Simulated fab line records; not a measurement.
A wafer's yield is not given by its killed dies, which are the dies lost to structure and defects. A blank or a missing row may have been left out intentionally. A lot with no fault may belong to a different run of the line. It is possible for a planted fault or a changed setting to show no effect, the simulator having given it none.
fab line records	flow n5_finfet
record: lots: 6	wafers: 17	last_day: 17
route steps=1938 shown FIN_CUT@171 STI_FIN_REVEAL@183 DUMMY_GATE@212 PASSIVATION@1936
lots that met no fault: from a run of the same line without faults
start_h: the number of hours between the record's first day and the start of the first shown wafer of the lot	wait_h: time in hours since the lot's previous step	" the same as in the row above	L1.1+2: one row covering several wafers at once	- no value present, or no start provided	* or withheld: withheld	< > ~ a bound
route shown NAME@n: NAME is a module with steps in the file, n the number in the route of the first one	usual: the fault-free wafers' mean and standard deviation	same: alike in all rows	chamber/n: place in a boat	sites: each site's reading	_std_site: the values' standard deviation	_edge_site: the outer-site mean with the inner-site mean subtracted	radius_mm: for every site, how far away it sits from the centre of the wafer	mask NAME#n: copy n	behind: the most recent tool/chamber to have shaped the wafer	hold: reason for holding the lot/hours on hold/outcome of the hold	device: transistor that didn't switch, given as n, p or np	end of line: tests run on the same wafers once the route is complete	for a step that has no rows: nothing shown but its recipe	killed: at the first sort, the dies lost to defects and structure; wafer yield is something else	map: a wafer's dies, x killed, . not, _ none there
set.NAME: the run value of the setting; set.NAME@STEP: its run value at that earlier step	model.NAME: the simulator's own value behind a step, which no gauge read
certain route steps with their lots: each step a table, each wafer a row
services: a tool's chamber out of use, with start hour (start_h, from the record's first day; less than 0 if before it), hours out, and reason
== steps ==
step: N5_FIN_CUT_STRIP_31
recipe: chemistry: N2/H2	temp_c: 40	n2_flow_sccm: 200	h2_flow_sccm: 200	rf_frequency_hz: 6e+07
step: N5_FIN_CUT_STRIP_24
recipe: chemistry: CF4	resist: SiARC	power_w: 300	bias_power_w: 75	pressure_mtorr: 50	cf4_flow_sccm: 150	rf_frequency_hz: 6e+07
step: N5_FIN_CUT_CUT_ETCH_26
recipe: chemistry: CH3F/O2	target: SiNx	target_depth_a: 390	mask_material: SOC	time_s: 55.7	pressure_mtorr: 30	source_w: 395	bias_w: 73	Ar_flow_sccm: 150	CH3F_flow_sccm: 30	O2_flow_sccm: 20	ion_energy_ev: 120
step: N5_FIN_CUT_CUT_ETCH_27
recipe: chemistry: CHF3/O2	target: SiO2	target_depth_a: 40	mask_material: SOC	overetch_a: 20	time_s: 4.9	pressure_mtorr: 30	source_w: 650	bias_w: 170	Ar_flow_sccm: 200	CHF3_flow_sccm: 50	O2_flow_sccm: 5	ion_energy_ev: 200
step: N5_FIN_CUT_PRECLEAN_35
recipe: time_s: 13.3	temp_c: 45	pressure_torr: 125	p_hf_torr: 3	p_coreactant_torr: 25	chemistry: vHF
usual: drypump_motor_current_A: 5.7/0.32
lot.wafer	tool	chamber	start_h	wait_h	drypump_motor_current_A
L516.1	vapor_etch-01	0	32.98	0.0	6.1
L516.2	"	1	"	"	5.3
L516.3	"	0	"	"	6.1
L520.3	vapor_etch-02	0	59.73	0.1	6.0
L520.4	"	1	"	"	5.5
L520.5	"	0	"	"	6.0
L521.2	vapor_etch-02	1	63.24	0.0	5.5
L521.5	"	1	"	"	5.5
L521.6	"	0	"	"	6.0
L532.1	vapor_etch-02	0	129.61	0.0	6.0
L532.3	"	1	"	"	5.5
L536.1	vapor_etch-02	1	154.25	0.0	5.5
L536.3	"	1	"	"	5.5
L536.4	"	0	"	"	6.0
L538.1	vapor_etch-01	1	170.19	0.0	5.3
L538.3	"	1	"	"	5.3
L538.5	"	1	"	"	5.3
step: N5_FIN_CUT_CUT_ETCH_15
recipe: chemistry: HBr/Cl2/O2	target: Si	target_depth_a: 1000	bt_time_s: 10	mask_material: SOC	time_s: 42.4	ion_energy_ev: *	bias_w: *	pressure_mtorr: 10	icp_w: 800	HBr_flow_sccm: 150	Cl2_flow_sccm: 80	O2_flow_sccm: 12
usual: drypump_motor_current_A: 5.7/0.44	oes_o_777_au: 1.00/0.063	oes_product_au: 0.999/0.019	throttle_valve_pct: 37.3/0.45
lot.wafer	tool	chamber	start_h	wait_h	drypump_motor_current_A	oes_o_777_au	oes_product_au	rf_hours_counter_h	throttle_valve_pct
L516.1	rie_si-02	3	33.06	0.1	5.8	0.86	0.969	44	36.4
L516.2	"	1	"	"	5.2	1.04	0.980	84	37.3
L516.3	"	2	"	"	6.4	0.99	0.990	34	37.8
L520.3	rie_si-06	3	59.79	0.0	4.9	1.02	1.030	85	37.7
L520.4	"	1	"	"	6.1	1.11	1.003	71	37.9
L520.5	"	3	"	"	4.9	1.02	1.032	-	37.7
L521.2	rie_si-02	1	63.33	0.1	5.2	1.03	0.983	84	37.3
L521.5	"	0	"	"	6.1	1.00	1.022	-	37.6
L521.6	"	1	"	"	5.2	1.04	0.981	-	37.3
L532.1	rie_si-03	2	129.69	0.1	5.3	1.02	1.001	166	36.7
L532.3	"	0	"	"	6.0	1.05	1.015	185	37.4
L536.1	rie_si-03	3	154.34	0.1	5.6	0.97	1.006	1	37.8
L536.3	"	0	"	"	6.0	1.05	1.016	186	37.4
L536.4	"	2	"	"	5.2	1.02	1.005	166	36.7
L538.1	rie_si-03	0	170.27	0.1	6.0	1.05	1.018	186	37.4
L538.3	"	2	"	"	5.2	1.02	1.007	167	36.7
L538.5	"	0	"	"	6.0	1.06	1.025	-	37.3
step: N5_FIN_CUT_CUT_ETCH_28
recipe: chemistry: HBr/Cl2/O2	target: Si	target_depth_a: 60	mask_material: SOC	time_s: 2.4	ion_energy_ev: *	bias_w: *	pressure_mtorr: 10	icp_w: 800	HBr_flow_sccm: 150	Cl2_flow_sccm: 80	O2_flow_sccm: 12
step: N5_FIN_CUT_STRIP_22
recipe: chemistry: N2/H2	power_w: 500	temp_c: 40	pressure_mtorr: 50	rf_frequency_hz: 6e+07	overash_fraction: 0.3	bias_power_w: 8	h2_frac: 0.5	n2_flow_sccm: 300	h2_flow_sccm: 300
step: N5_FIN_CUT_PRECLEAN_36
recipe: chemistry: O3/DIW	time_s: 60	temp_c: 22	o3_ppm: 10
step: N5_FIN_CUT_SRD_32
recipe: dry: ipa_marangoni	time_s: 30	temp_c: 23	rinse_liquid: diw
step: N5_FIN_CUT_UV_OZONE_34
recipe: time_s: 120	pressure_torr: 760	temp_c: 25
step: N5_FIN_CUT_INSPECT_17
recipe: inspect_instrument: brightfield	mode: aei
usual: raw_defect_count: 244/65
lot.wafer	tool	chamber	start_h	wait_h	raw_defect_count
L516.1	defect_inspect-02	-	33.34	0.0	416
L516.2	"	-	"	"	241
L516.3	"	-	"	"	146
L520.3	defect_inspect-02	-	60.08	0.0	221
L520.4	"	-	"	"	275
L520.5	"	-	"	"	291
L521.2	defect_inspect-02	-	63.61	0.0	191
L521.5	"	-	"	"	261
L521.6	"	-	"	"	320
L532.1	defect_inspect-01	-	129.97	0.0	172
L532.3	"	-	"	"	237
L536.1	defect_inspect-02	-	154.65	0.0	220
L536.3	"	-	"	"	239
L536.4	"	-	"	"	243
L538.1	defect_inspect-02	-	170.55	0.0	324
L538.3	"	-	"	"	314
L538.5	"	-	"	"	467
step: N5_STI_FIN_REVEAL_ALD_00
recipe: material: SiO2	target_thk_a: 10	temp_c: 300	ald_precursor_family: BDEAS	ald_co_reactant: O2-plasma	pulse_time_s: 1	pressure_torr: 2
usual: heater_power_w: 468/40	precursor_pulse_height_rel: 1.001/0.019
lot.wafer	tool	chamber	start_h	wait_h	heater_power_w	precursor_pulse_height_rel
L516.1	ald_sin-02	1	33.38	0.0	459	0.994
L516.2	"	0	"	"	464	1.009
L516.3	"	3	"	"	472	0.994
L520.3	ald_sin-01	1	60.26	0.2	397	0.997
L520.4	"	2	"	"	473	1.005
L520.5	"	1	"	"	414	1.016
L521.2	ald_sin-01	0	63.65	0.0	464	1.023
L521.5	"	0	"	"	463	0.958
L521.6	"	1	"	"	407	0.984
L532.1	ald_sin-03	0	130.11	0.1	478	1.038
L532.3	"	2	"	"	479	1.008
L536.1	ald_sin-01	3	154.69	0.0	512	0.982
L536.3	"	0	"	"	470	1.019
L536.4	"	1	"	"	400	1.043
L538.1	ald_sin-02	3	170.58	0.0	466	1.023
L538.3	"	1	"	"	465	1.032
L538.5	"	0	"	"	475	1.015
step: N5_STI_FIN_REVEAL_ALD_14
recipe: material: Si3N4	target_thk_a: 30	temp_c: 400	ald_precursor_family: SiH2I2	ald_co_reactant: N2/H2-plasma	pressure_torr: 2
step: N5_STI_FIN_REVEAL_FCVD_FILL_01
recipe: material: SiO2_flowable	target_thk_a: 3120	temp_c: 100	pressure_torr: 0.8	rf_w: 2000	time_s: 512.2
step: N5_STI_FIN_REVEAL_DENSIFY_02
recipe: temp_c: 650	ambient: steam	time_s: 1800	idle_temp_c: 400	densification_p_h2o_torr: 640
step: N5_STI_FIN_REVEAL_CMP_04
recipe: stop_on: Si3N4	t_overpolish_s: 4	down_force_psi: 2	platen_rpm: 54.18	post_cmp_clean: alkaline_brush	pad_velocity_m_s: 1.078	target_thk_nm: 131.83
step: N5_STI_FIN_REVEAL_THK_MEAS_05
usual: thk_nm: 131.9/1.7
lot.wafer	tool	chamber	start_h	wait_h	thk_nm
L516.1	film_metro-01	-	38.76	-	132.9
L516.2	"	-	"	"	133.6
L516.3	"	-	"	"	131.5
L520.3	film_metro-02	-	65.68	-	130.6
L520.4	"	-	"	"	131.2
L520.5	"	-	"	"	130.7
L521.2	film_metro-01	-	69.03	-	129.3
L521.5	"	-	"	"	131.6
L521.6	"	-	"	"	133.7
L532.1	film_metro-01	-	135.49	-	130.8
L532.3	"	-	"	"	132.2
L536.1	film_metro-02	-	160.08	-	134.4
L536.3	"	-	"	"	132.8
L536.4	"	-	"	"	132.5
L538.1	film_metro-01	-	175.97	-	132.7
L538.3	"	-	"	"	130.6
L538.5	"	-	"	"	129.8
step: N5_STI_FIN_REVEAL_DENSIFY_30
recipe: temp_c: *	time_s: *	ambient: N2	idle_temp_c: 600	ramp_up_c_per_s: 150	ramp_down_c_per_s: 60	cool_to_c: 600
step: N5_STI_FIN_REVEAL_ETCHBACK_08
recipe: chemistry: C4F6/O2	target: SiO2	target_depth_a: 305	time_s: 10.167	ion_energy_ev: 250	pressure_mtorr: 30	source_w: 345	bias_w: 185	Ar_flow_sccm: 300	C4F6_flow_sccm: 10	O2_flow_sccm: 10
step: N5_STI_FIN_REVEAL_STRIP_24
recipe: chemistry: N2/H2	time_s: 90	power_w: 100	temp_c: 40	pressure_mtorr: 100	rf_frequency_hz: 6e+07	bias_power_w: 3	n2_flow_sccm: 300	h2_flow_sccm: 300
usual: drypump_motor_current_A: 5.7/0.47	n2_flow_sccm: 299.9/0.91	oes_product_au: 0.82/0.093	rf_vpp_V: 45.2/0.77	showerhead_plenum_p_Torr: 3.39/0.08	throttle_valve_pct: 12.3/0.33
lot.wafer	tool	chamber	start_h	wait_h	drypump_motor_current_A	n2_flow_sccm	oes_product_au	rf_hours_counter_h	rf_vpp_V	showerhead_plenum_p_Torr	throttle_valve_pct
L516.1	rie_diel-04	0	39.13	0.0	5.9	299.4	0.84	79	43.6	3.31	12.2
L516.2	"	2	"	"	5.4	300.9	0.70	230	45.9	3.37	12.6
L516.3	"	3	"	"	6.0	300.8	0.67	234	45.7	3.31	12.3
L520.3	rie_diel-01	3	65.96	0.0	6.0	299.8	0.85	56	43.7	3.42	12.1
L520.4	"	1	"	"	5.8	300.0	0.72	185	44.6	3.37	12.9
L520.5	"	3	"	"	6.0	300.4	0.84	-	44.0	3.42	12.1
L521.2	rie_diel-01	3	69.74	0.0	6.0	301.0	0.84	58	45.8	3.42	12.1
L521.5	"	3	"	"	6.0	299.5	0.85	-	46.0	3.42	12.1
L521.6	"	0	"	"	6.3	298.7	0.80	-	45.4	3.44	12.2
L532.1	rie_diel-04	0	135.87	0.0	6.0	301.4	0.80	111	42.8	3.29	12.3
L532.3	"	1	"	"	5.4	300.7	0.89	38	45.7	3.46	12.2
L536.1	rie_diel-01	0	160.44	0.0	6.4	299.6	0.77	134	45.4	3.42	12.3
L536.3	"	2	"	"	5.3	300.2	0.76	130	46.2	3.53	12.3
L536.4	"	3	"	"	6.0	301.1	0.80	92	46.4	3.40	12.2
L538.1	rie_diel-04	0	176.24	0.0	5.9	300.2	0.79	124	43.4	3.29	12.3
L538.3	"	1	"	"	5.4	301.1	0.87	51	44.8	3.45	12.2
L538.5	"	0	"	"	5.9	299.4	0.79	-	45.3	3.29	12.3
step: N5_STI_FIN_REVEAL_PRECLEAN_25
recipe: chemistry: SPM	time_s: 90	temp_c: 120	mix: 4:1
step: N5_STI_FIN_REVEAL_PRECLEAN_26
recipe: chemistry: SC1	time_s: 45	temp_c: 46	mix: 1:2:100
step: N5_STI_FIN_REVEAL_PRECLEAN_29
recipe: chemistry: DHF	time_s: 30	temp_c: 25	dilution: 300:1
step: N5_STI_FIN_REVEAL_SRD_12
recipe: time_s: 30	temp_c: 23	rinse_liquid: diw	dry: ipa_marangoni
step: N5_STI_FIN_REVEAL_RECESS_09
recipe: chemistry: HF/NH3	target: SiO2	afs_cycles: 11	target_depth_a: 425	temp_c: 30	sublimation_temp_c: 180	sublimation_time_s: 60
step: N5_STI_FIN_REVEAL_STRIP_16
recipe: chemistry: H3PO4	material: SiNx	temp_c: 165	target_depth_a: 238	overetch_fraction: 0.4964	dry: ipa_marangoni
step: N5_STI_FIN_REVEAL_PRECLEAN_17
recipe: chemistry: NF3:NH3	afs_cycles: 1	temp_c: 30	time_s: 20	sublimation_temp_c: 180	sublimation_time_s: 60	pressure_torr: 3	rf_power_w: 30
step: N5_STI_FIN_REVEAL_ETCH_34
recipe: chemistry: H2	mode: isotropic	material: Si	target: Si	target_depth_a: 9.7	temp_c: 20	pressure_mtorr: 4.5	icp_w: 300	bias_w: 0	h2_flow_sccm: 7.5	he_flow_sccm: 142.5
usual: drypump_motor_current_A: 5.7/0.4	oes_product_au: 1.001/0.018	throttle_valve_pct: 25.9/0.61
lot.wafer	tool	chamber	start_h	wait_h	drypump_motor_current_A	oes_product_au	rf_hours_counter_h	throttle_valve_pct
L516.1	rie_si-04	1	41.52	0.2	6.1	0.981	43	25.8
L516.2	"	3	"	"	5.7	1.000	183	25.6
L516.3	"	2	"	"	5.3	1.006	33	27.0
L520.3	rie_si-04	1	68.27	0.1	6.2	0.984	43	25.9
L520.4	"	0	"	"	6.1	1.023	-	26.2
L520.5	"	2	"	"	5.3	1.000	-	27.0
L521.2	rie_si-04	1	72.04	0.1	6.2	0.982	44	25.9
L521.5	"	1	"	"	6.1	0.985	-	25.8
L521.6	"	2	"	"	5.3	0.984	-	27.0
L532.1	rie_si-04	1	138.17	0.2	6.2	0.975	45	25.9
L532.3	"	2	"	"	5.3	0.982	35	27.0
L536.1	rie_si-04	1	162.75	0.2	6.2	0.981	45	25.8
L536.3	"	3	"	"	5.6	0.997	185	25.6
L536.4	"	2	"	"	5.3	0.996	36	27.0
L538.1	rie_si-04	3	178.55	0.2	5.6	0.989	185	25.6
L538.3	"	2	"	"	5.3	0.998	36	27.0
L538.5	"	0	"	"	6.2	1.028	-	26.2
step: N5_STI_FIN_REVEAL_OXIDATION_31
recipe: chemistry: O2_PLASMA_REMOTE	temp_c: 150	time_s: 20	pressure_mtorr: 1000	source_power_w: 2000	o2_flow_sccm: 3000
step: N5_STI_FIN_REVEAL_PRECLEAN_32
recipe: chemistry: NF3:NH3	afs_cycles: 1	temp_c: 30	time_s: 20	sublimation_temp_c: 180	sublimation_time_s: 60	pressure_torr: 3	rf_power_w: 30
step: N5_STI_FIN_REVEAL_STRIP_35
recipe: chemistry: H3PO4	material: Si3N4	temp_c: 165	target_depth_a: 40	time_s: 39
step: N5_STI_FIN_REVEAL_SRD_21
recipe: dry: ipa_marangoni	time_s: 30	temp_c: 23	rinse_liquid: diw
step: N5_STI_FIN_REVEAL_OXIDATION_33
recipe: chemistry: O2_PLASMA_REMOTE	temp_c: 150	time_s: 20	pressure_mtorr: 1000	source_power_w: 2000	o2_flow_sccm: 3000
usual: drypump_motor_current_A: 5.9/0.62	heater_power_w: 166/12	o2_flow_sccm: 2998/7.7
lot.wafer	tool	chamber	start_h	wait_h	drypump_motor_current_A	heater_power_w	o2_flow_sccm	rf_hours_counter_h
L516.1	plasma_asher-01	1	41.93	0.0	6.3	168	2997	28
L516.2	"	0	"	"	5.1	176	2985	28
L516.3	"	0	"	"	5.1	181	2989	-
L520.3	plasma_asher-02	1	68.70	0.0	5.9	143	2994	-
L520.4	"	0	"	"	6.7	170	3001	-
L520.5	"	1	"	"	5.9	144	2990	-
L521.2	plasma_asher-01	0	72.47	0.0	5.1	177	2999	35
L521.5	"	1	"	"	6.4	166	2996	-
L521.6	"	0	"	"	5.1	171	2994	-
L532.1	plasma_asher-02	1	138.59	0.0	5.9	141	2978	99
L532.3	"	0	"	"	6.7	167	2991	-
L536.1	plasma_asher-02	1	163.16	0.0	5.9	144	3004	103
L536.3	"	0	"	"	6.7	175	2998	-
L536.4	"	1	"	"	5.9	143	3012	-
L538.1	plasma_asher-02	0	178.96	0.0	6.8	175	3002	107
L538.3	"	1	"	"	5.9	145	2997	-
L538.5	"	1	"	"	5.9	143	3003	-
step: N5_STI_FIN_REVEAL_CLEAN_19
recipe: chemistry: O3/DIW	temp_c: 25	time_s: 120	o3_ppm: 10
step: N5_STI_FIN_REVEAL_SRD_23
recipe: dry: ipa_marangoni	time_s: 30	temp_c: 23	rinse_liquid: diw
step: N5_STI_FIN_REVEAL_CD_MEAS_22
recipe: target_cd_nm: 6.238	pitch_nm: 28	polarity: line
usual: cd_nm: 6.3/0.3
lot.wafer	tool	chamber	start_h	wait_h	cd_nm
L516.1	cd_sem-01	-	42.09	0.0	6.5
L516.2	"	-	"	"	6.1
L516.3	"	-	"	"	6.7
L520.3	cd_sem-03	-	68.84	0.0	6.1
L520.4	"	-	"	"	6.8
L520.5	"	-	"	"	6.4
L521.2	cd_sem-03	-	72.64	0.0	6.6
L521.5	"	-	"	"	6.0
L521.6	"	-	"	"	6.5
L532.1	cd_sem-02	-	138.75	0.0	6.3
L532.3	"	-	"	"	6.2
L536.1	cd_sem-01	-	163.32	0.0	6.2
L536.3	"	-	"	"	5.7
L536.4	"	-	"	"	6.2
L538.1	cd_sem-02	-	179.12	0.0	6.0
L538.3	"	-	"	"	6.2
L538.5	"	-	"	"	6.3
step: N5_STI_FIN_REVEAL_FIN_H_MEAS_10
usual: trench_depth_nm: 51.8/0.83
lot.wafer	tool	chamber	start_h	wait_h	trench_depth_nm
L516.1	ocd-02	-	42.12	0.0	52.7
L516.2	"	-	"	"	51.4
L516.3	"	-	"	"	52.4
L520.3	ocd-02	-	68.88	0.0	51.7
L520.4	"	-	"	"	50.7
L520.5	"	-	"	"	51.7
L521.2	ocd-01	-	72.67	0.0	52.2
L521.5	"	-	"	"	51.9
L521.6	"	-	"	"	52.0
L532.1	ocd-01	-	138.78	0.0	50.6
L532.3	"	-	"	"	51.6
L536.1	ocd-02	-	163.35	0.0	51.4
L536.3	"	-	"	"	52.1
L536.4	"	-	"	"	51.8
L538.1	ocd-01	-	179.15	0.0	50.7
L538.3	"	-	"	"	51.0
L538.5	"	-	"	"	50.5
step: N5_STI_FIN_REVEAL_PRECLEAN_18
recipe: chemistry: SC2	time_s: 45	temp_c: 35	mix: 1:1:50
step: N5_STI_FIN_REVEAL_SRD_28
recipe: dry: ipa_marangoni	time_s: 30	temp_c: 23	rinse_liquid: diw
step: N5_DUMMY_GATE_PRECLEAN_00
recipe: chemistry: O3/DIW	time_s: 60	temp_c: 22	o3_ppm: 10
step: N5_PASSIVATION_PROBE_49
usual: killed_at_M0_to_M3: 32/9.3	killed_at_M4_up: 14/4.9	killed_at_contacts: 15/7.5	killed_at_front_end: 40/11	killed_at_other: 4/3.3	killed_dies: 104/17	killed_open: 68/14	killed_short: 33/7.9
same: gross_dies: 1180	killed_at_back_side: 0
lot.wafer	tool	chamber	start_h	wait_h	killed_at_M0_to_M3	killed_at_M4_up	killed_at_contacts	killed_at_front_end	killed_at_other	killed_dies	killed_open	killed_short
L516.1	prober-01	-	272.80	0.0	54	8	13	29	2	106	71	35
L516.2	prober-01	-	272.85	0.1	36	18	8	36	4	102	74	28
L516.3	prober-01	-	272.90	0.1	31	20	6	23	2	82	62	20
L521.2	prober-01	-	292.59	0.1	17	12	22	150	1	202	58	37
L521.5	prober-01	-	292.74	0.2	30	13	19	143	12	217	73	30
L521.6	prober-01	-	292.79	0.3	35	8	24	149	0	216	87	25
L520.3	prober-01	-	297.55	0.1	31	5	22	166	1	225	74	27
L520.4	prober-01	-	297.60	0.2	50	9	30	145	3	237	90	44
L520.5	prober-01	-	297.65	0.2	35	14	24	149	0	222	87	30
L538.1	prober-02	-	414.52	0.0	30	25	4	34	1	94	64	28
L538.3	prober-02	-	414.62	0.1	28	15	22	49	3	117	92	22
L538.5	prober-02	-	414.72	0.2	34	13	18	49	2	116	80	31
killed by level:class
L516.1 BEOL_M0_SAQP:geometric_particle:short=17 BEOL_M1:geometric_particle:open=17 STI_FIN_REVEAL:geometric_particle:open=13 BEOL_M0_SAQP:geometric_particle:open=12 MOL_CONTACT_COAG:geometric_particle:open=10 GATE_CUT:geometric_particle:short=6 BEOL_M4:geometric_particle:open=5 BEOL_M0:geometric_particle:open=3
L516.2 STI_FIN_REVEAL:geometric_particle:open=13 BEOL_M1:geometric_particle:open=13 MOL_CONTACT_COAG:geometric_particle:open=7 BEOL_M0:geometric_particle:open=6 FIN_SAQP:geometric_particle:short=5 BEOL_M0_SAQP:geometric_particle:short=5 BEOL_M0_SAQP:geometric_particle:open=5 BEOL_M5:geometric_particle:open=4
L516.3 BEOL_M3:geometric_particle:open=10 STI_FIN_REVEAL:geometric_particle:open=7 BEOL_M1:geometric_particle:open=7 BEOL_M4:geometric_particle:open=7 BEOL_M1:geometric_particle:short=5 MOL_CONTACT_COAG:geometric_particle:open=4 BEOL_M5:geometric_particle:open=4 FIN_SAQP:geometric_particle:open=3
L521.2 STI_FIN_REVEAL:unspecified=105 MOL_CONTACT_COAG:geometric_particle:open=16 STI_FIN_REVEAL:geometric_particle:open=14 FIN_SAQP:geometric_particle:short=7 STI_FIN_REVEAL:geometric_particle:short=7 MOL_CONTACT_COAG:geometric_particle:short=6 BEOL_M0_SAQP:geometric_particle:short=6 FIN_SAQP:geometric_particle:open=5
L521.5 STI_FIN_REVEAL:unspecified=110 MOL_CONTACT_COAG:geometric_particle:open=14 FIN_SAQP:geometric_particle:open=8 BEOL_M3:geometric_particle:open=7 FIN_SAQP:geometric_particle:short=6 BEOL_M2:geometric_particle:open=6 STI_FIN_REVEAL:geometric_particle:open=5 BEOL_M0_SAQP:geometric_particle:short=5
L521.6 STI_FIN_REVEAL:unspecified=102 STI_FIN_REVEAL:geometric_particle:open=21 MOL_CONTACT_COAG:geometric_particle:open=18 BEOL_M3:geometric_particle:open=11 BEOL_M2:geometric_particle:open=6 MOL_CONTACT_COAG:geometric_particle:short=6 BEOL_M1:geometric_particle:open=6 FIN_SAQP:geometric_particle:open=5
L520.3 STI_FIN_REVEAL:unspecified=107 MOL_CONTACT_COAG:geometric_particle:open=19 FIN_SAQP:geometric_particle:open=17 HKMG_FIN:area_etch=15 BEOL_M0_SAQP:geometric_particle:short=9 STI_FIN_REVEAL:geometric_particle:open=9 BEOL_M1:geometric_particle:open=6 BEOL_M3:geometric_particle:open=6
L520.4 STI_FIN_REVEAL:unspecified=102 MOL_CONTACT_COAG:geometric_particle:open=25 STI_FIN_REVEAL:geometric_particle:open=9 BEOL_M3:geometric_particle:open=9 BEOL_M0_SAQP:geometric_particle:short=9 BEOL_M0_SAQP:geometric_particle:open=8 BEOL_M2:geometric_particle:open=7 FIN_SAQP:geometric_particle:open=6
L520.5 STI_FIN_REVEAL:unspecified=101 MOL_CONTACT_COAG:geometric_particle:open=21 STI_FIN_REVEAL:geometric_particle:open=14 FIN_SAQP:geometric_particle:open=13 BEOL_M0_SAQP:geometric_particle:open=9 BEOL_M0_SAQP:geometric_particle:short=9 BEOL_M2:geometric_particle:open=9 STI_FIN_REVEAL:geometric_particle:short=5
L538.1 BEOL_M4:geometric_particle:open=15 FIN_SAQP:geometric_particle:open=8 BEOL_M0_SAQP:geometric_particle:short=8 BEOL_M0_SAQP:geometric_particle:open=5 STI_FIN_REVEAL:geometric_particle:open=4 MOL_CONTACT_COAG:geometric_particle:open=4 BEOL_M1:geometric_particle:open=4 BEOL_M2:geometric_particle:open=4
L538.3 MOL_CONTACT_COAG:geometric_particle:open=19 STI_FIN_REVEAL:geometric_particle:open=17 BEOL_M2:geometric_particle:open=11 GATE_CUT:geometric_particle:open=7 FIN_SAQP:geometric_particle:short=6 FIN_SAQP:geometric_particle:open=6 BEOL_M5:geometric_particle:open=6 BEOL_M4:geometric_particle:open=5
L538.5 STI_FIN_REVEAL:geometric_particle:open=15 MOL_CONTACT_COAG:geometric_particle:open=13 BEOL_M2:geometric_particle:open=11 FIN_SAQP:geometric_particle:open=8 GATE_CUT:geometric_particle:short=6 MOL_CONTACT_COAG:geometric_particle:short=5 BEOL_M0_SAQP:geometric_particle:open=5 BEOL_M4:geometric_particle:open=5
map L520.4 (x killed, . not)
_________________....x.x.....________________
______________x.....x..........._____________
___________x...x.....x.............__________
__________xxxx...xxx...x.......x...._________
________xxxxxxx.x....xx.....x........._______
_______xxxxxxxxxxxx.x.xx......x..x..x..______
______xxxxxxxxxx.xx...x................._____
_____x.xxxxxxxxxxxx............x.......xx____
____.xxxxxxxxxxxx..x...............x......___
___.xxxxxxxxxxxxxx...................x.....__
___..xxxxxxxxxxxxxx......xx.x..............__
__..xx.x..xx.x.xx.x...x...............x....._
__....xx.xxx.x.x..x.x..............x........_
_...xx..xx.......x......x...x.x.....x.x......
_x..x...x..........x.xx..x......x............
_.....x..............................x..x....
_.....x...x.............x...xx..x............
_....x........x.......x....................x.
_...x...........x..............x.............
_x................................x...x......
_..x.x...x...........x.........x......xxx....
__......x..................x....x..xx....x.._
__x.........xx.............x.........x......_
___.x...........x..........x..x.......x....__
___x.......x.x....x...............xx.x.....__
____....x.....x.x........x...x.......xx...___
_____..........x.....xx..x...........x...____
______......x.........x........x........_____
_______........................x.......______
________x..x..............x..........._______
__________......x.......x.x........x_________
___________x....................x..__________
______________x..x.............._____________
_________________.x..........________________
map L521.5 (x killed, . not)
_________________x...........________________
______________........xx.....x.._____________
___________.x....x.x..xx...........__________
__________......xxxxx...x.x........._________
________.....xx.xxxxxx......x........._______
_______..x.xx.xxxxxxx.x..x.x.....x.....______
______.....xxxxxxxxxxxxx................_____
_____....x.xxxxxxxxxxx.x............x....____
____......xxxxxxxxxxxxx..x...........x....___
___.....x...xxxxxxxxxxxx.x..x..........x...__
___.......x.xxxxxxxxxx..x......x...x.x.....__
__.........x.xxxxxxxxx...................x.._
__.......x..xx.xxxx...........x............._
_...x.........x.xxxxx..x....x.x.............x
_...x.x...x.x.......xx.......................
_x.....x..x..x........x.x.................x..
_........................x.........x.........
_....x...x.x.....x....x..x..x..x.............
_...........x......................x.x..x.x..
_.............xx........................x.x..
_...........x..............x.......x...x...x.
__x..x.............x.x...x.xx.........x....._
__...................x....................x._
___...................x........x...........__
___..x...............................x.x...__
____xxx......x................x.......x...___
_____..x.................................____
______........x........................._____
_______................x..............x______
________.........x.................xx._______
__________...x.....xx..............._________
___________.x....x....x..x....x....__________
______________............x....._____________
_________________....x.......________________
== services ==
tool	chamber	start_h	hours	kind
ald_sin-03	0	9.21	2.8	repair
rie_diel-04	1	9.62	-	clean
rie_diel-04	1	9.62	-	consumable_replace:focus_ring
rie_diel-04	1	9.62	23.0	scheduled_down
rie_diel-04	1	9.62	23.0	vent_cycle
rie_si-06	0	10.61	5.3	repair
vapor_etch-02	-	11.37	0.2	repair
ald_sin-03	-	37.19	1.9	repair
rie_si-02	0	44.16	3.5	repair
ald_sin-03	-	51.05	1.7	repair
rie_si-04	3	67.23	11.3	repair
rie_si-04	0	69.89	12.7	repair
ald_sin-02	2	70.99	11.1	repair
rie_diel-04	0	87.45	6.6	repair
ald_sin-02	-	102.55	2.8	pm
rie_si-03	-	126.25	0.8	repair
rie_diel-04	-	148.85	0.1	repair
plasma_asher-02	-	149.07	2.7	pm
ald_sin-03	0	149.07	8.7	repair
vapor_etch-01	0	149.91	6.6	repair
ald_sin-03	-	164.77	4.3	pm
rie_diel-04	2	172.28	4.3	repair
ald_sin-03	-	176.75	14.0	pm
vapor_etch-01	-	177.72	0.4	repair
== key ==
first_sign: step: N5_PASSIVATION_PROBE_49	reading: killed_at_front_end	direction: up	sigmas: 9.9	usual: 40	struck: 150
effect: step: N5_PASSIVATION_PROBE_49	reading: killed_dies	direction: up	sigmas: 6.8	usual: 104	struck: 220
more_kills_born_at: N5_STI_FIN_REVEAL_ALD_00@ald_sin-01: 627
met_at N5_STI_FIN_REVEAL_ALD_00
struck_wafers L520.3,L520.4,L520.5,L521.2,L521.5,L521.6
tester_left_out L520,L521
baseline_loss: step: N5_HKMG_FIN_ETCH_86	wafers: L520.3
fault: kind: chamber_particle_source	tool: ald_sin-01	chamber: -	onset_h: 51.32	steps: N5_STI_FIN_REVEAL_ALD_00	rate_per_visit_cm2: 0.57664	end_h: 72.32
tester_left_out: of these lots the tester's yield and bins aren't shown, on N5 and GAA mostly nor the transistor test; their killed dies are dies lost to structure and defects alone, not to doping, threshold or leakage, so they don't give the yield
baseline_loss: these wafers lose ten dies or more at that step, a loss of the line's own and not of a fault; the sort's usual values leave them out
